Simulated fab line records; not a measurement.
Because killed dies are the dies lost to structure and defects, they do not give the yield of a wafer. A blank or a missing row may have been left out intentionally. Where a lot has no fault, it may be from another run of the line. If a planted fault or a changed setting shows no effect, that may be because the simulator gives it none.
Chamber matching :: flow n5 finfet :: N5_BEOL_M10_ETCH_61 on rie diel-06 has 4 sister chambers
The step etches SiARC in CF4, target depth 39 nm, time 65 s. 4 wafers are shown with their chamber, then 8 later ones without.

## WAFERS, EACH WITH ITS CHAMBER
wafer: L080.4
chamber: 2
drypump motor current A (A): 5.7

wafer: L084.2
chamber: 3
drypump motor current A (A): 6.6

wafer: L084.6
chamber: 1
drypump motor current A (A): 6.5

wafer: L090.2
chamber: 0
drypump motor current A (A): 5.9

## WAFERS MISSING THEIR CHAMBER
wafer: L090.3
drypump motor current A (A): 6.6

wafer: L090.6
drypump motor current A (A): 5.7

wafer: L096.1
drypump motor current A (A): 6.4

wafer: L096.3
drypump motor current A (A): 6.6

wafer: L096.6
drypump motor current A (A): 5.6

wafer: L097.3
drypump motor current A (A): 5.6

wafer: L097.4
drypump motor current A (A): 6.4

wafer: L097.6
drypump motor current A (A): 6.4

## WHICH CHAMBER EACH WENT THROUGH
wafer: L090.3
from the rows above: can't be placed: 3 or 1
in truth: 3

wafer: L090.6
from the rows above: 2
in truth: 2

wafer: L096.1
from the rows above: can't be placed: 1 or 3
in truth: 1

wafer: L096.3
from the rows above: can't be placed: 3 or 1
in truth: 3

wafer: L096.6
from the rows above: 2
in truth: 2

wafer: L097.3
from the rows above: 2
in truth: 2

wafer: L097.4
from the rows above: can't be placed: 1 or 3
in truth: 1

wafer: L097.6
from the rows above: can't be placed: 1 or 3
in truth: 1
Correct placement for 3 of the 8. From these rows, 5 cannot be placed; in 5 the true chamber is one of the candidates. Number placed wrongly: 0.
How it was worked out, from the rows above alone: a wafer's distance from a chamber is the root of the sum, over the readings, of the square of ((its reading less the chamber's mean) divided by the reading's scatter). The wafer belongs to the nearest chamber; if the next one is less than 2 further off, it can't be placed. Each chamber's mean is taken over the wafers shown for it. The scatter (one wafer shown for each chamber): square how far every hidden wafer sits from the nearest shown wafer, average those squares and take the square root.
